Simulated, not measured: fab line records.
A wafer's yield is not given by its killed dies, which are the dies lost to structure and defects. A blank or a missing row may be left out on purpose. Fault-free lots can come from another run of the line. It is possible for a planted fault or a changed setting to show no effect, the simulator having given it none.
The tool behind it: which one? | flow n5_finfet | Sampling: 12 lots, 36 wafers, 2 of 1938 route steps

== WHAT THE GAUGES SHOWED, per wafer ==
N5_BEOL_M10_RS_MEAS_57: a four-point-probe measurement.
lot  | measured     | on            | M10_RS (ohm/sq)
L966 | day 11 01:01 | film_metro-01 | 0.1486 0.1540 0.1563
L968 | day 11 10:54 | film_metro-02 | 0.1544 0.1544 0.1519
L969 | day 11 18:33 | film_metro-02 | 0.1515 0.1495 0.1528
L970 | day 12 04:37 | film_metro-02 | 0.1546 0.1503 0.1547
L972 | day 13 02:14 | film_metro-02 | 0.1549 0.1563 0.1533
L973 | day 13 02:43 | film_metro-01 | 0.1493 0.1490 0.1485
L976 | day 13 22:42 | film_metro-01 | 0.1520 0.1496 0.1528
L980 | day 14 05:46 | film_metro-01 | 0.1481 0.1552 0.1515
L978 | day 14 09:19 | film_metro-02 | 0.1515 0.1515 0.1503
L985 | day 16 04:31 | film_metro-01 | 0.1509 0.1512 0.1490
L988 | day 16 20:41 | film_metro-01 | 0.1531 0.1505 0.1523
L987 | day 17 07:05 | film_metro-01 | 0.1516 0.1506 0.1524

== WHICH TOOL RAN EACH LOT (tool, then ch and the chambers of the sampled wafers, then the start) ==
lot  | N5_BEOL_M10_SURFACE_TREAT_76
L966 | pvd_sputter-02, day 10 23:25
L968 | pvd_sputter-03, day 11 09:06
L969 | pvd_sputter-02, day 11 17:16
L970 | pvd_sputter-03, day 12 03:29
L972 | pvd_sputter-03, day 13 01:02
L973 | pvd_sputter-01, day 13 01:20
L976 | pvd_sputter-01, day 13 19:58
L980 | pvd_sputter-03, day 14 03:59
L978 | pvd_sputter-02, day 14 08:02
L985 | pvd_sputter-03, day 16 03:17
L988 | pvd_sputter-01, day 16 19:28
L987 | pvd_sputter-03, day 17 05:29
- N5_BEOL_M10_SURFACE_TREAT_76

== WHAT THE TOOLS THEMSELVES READ (means of the sampled wafers that have a number; where no wafer has one, the mark that the record gives instead) ==
N5_BEOL_M10_SURFACE_TREAT_76.
lot  | tool           | ar_flow_sccm (sccm)
L966 | pvd_sputter-02 | 30.03
L968 | pvd_sputter-03 | 29.98
L969 | pvd_sputter-02 | 29.99
L970 | pvd_sputter-03 | 29.98
L972 | pvd_sputter-03 | 29.98
L973 | pvd_sputter-01 | 30.07
L976 | pvd_sputter-01 | 29.94
L980 | pvd_sputter-03 | 30.03
L978 | pvd_sputter-02 | 29.97
L985 | pvd_sputter-03 | 30.04
L988 | pvd_sputter-01 | 29.94
L987 | pvd_sputter-03 | 30.00

== THE ANSWER, worked out from the rows above alone ==
Rule: the usual values come from the lots themselves. Put in order of their means at a reading, lots are off if they are a third of the lots or fewer, leave a main group of 4 or more, and stand apart from it by a gap of 3 or more times the standard deviation of the main group's means; of several such gaps the widest counts. Not used: any main group whose means are identical at the precision the tables above print for the reading. Also off: a lot with no number at a reading for which 4 or more lots have one. The other lots that the step has rows for count as sound. The gauges are gone through in route order, then the tools' own readings, and for those a lot's mean is taken as printed above. At the first step where some lot is off, the reading lying furthest off is the one used; lots without a number count as furthest.
Across all readings shown, no lot is off: no conclusion can be drawn from this.

== WHAT WAS PUT IN BY THE SIMULATOR ==
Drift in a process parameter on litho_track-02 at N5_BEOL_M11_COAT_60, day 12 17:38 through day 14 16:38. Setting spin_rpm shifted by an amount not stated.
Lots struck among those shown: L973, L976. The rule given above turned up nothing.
